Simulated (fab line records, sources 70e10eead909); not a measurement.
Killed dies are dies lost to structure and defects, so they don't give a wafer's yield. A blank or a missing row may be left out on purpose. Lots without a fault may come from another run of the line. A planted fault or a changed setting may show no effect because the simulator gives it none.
Chamber matching | flow nand_harc | NHARC_P_M0_CMP_23 on cmp-02: 4 sister chambers
The step polishes, t overpolish 20 s, target thk 117.54 nm. 4 wafers are shown with their chamber, then 7 later ones without.

WAFERS WITH THEIR CHAMBER
wafer  | chamber | motor_current_A (A)
L083.1 | 1       | 11.3
L083.2 | 2       | 13.4
L086.1 | 0       | 10.3
L086.2 | 3       | 13.0

WAFERS WITHOUT THEIR CHAMBER
wafer  | motor_current_A (A)
L086.5 | 11.4
L088.2 | 12.5
L088.4 | 11.4
L088.5 | 12.9
L092.2 | 11.3
L092.3 | 11.2
L092.4 | 12.1

WHICH CHAMBER EACH WENT THROUGH
wafer  | from the rows above          | in truth
L086.5 | 1                            | 1
L088.2 | can't be placed: 3 or 2 or 1 | 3
L088.4 | 1                            | 1
L088.5 | can't be placed: 3 or 2      | 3
L092.2 | 1                            | 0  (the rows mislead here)
L092.3 | 1                            | 1
L092.4 | can't be placed: 1 or 3 or 2 | 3
Placed correctly: 3 of 7. Can't be placed from these rows: 3 (the true chamber is among the candidates in 3). Placed wrongly: 1.
How it was worked out, from the rows above alone: a wafer's distance from a chamber is the root of the sum, over the readings, of the square of ((its reading less the chamber's mean) divided by the reading's scatter). The wafer belongs to the nearest chamber; if the next one is less than 2 further off, it can't be placed. A chamber's mean is the mean of its shown wafers. The scatter: with one shown wafer a chamber, the root of the mean of the squares of how far each hidden wafer lies from its nearest shown one.
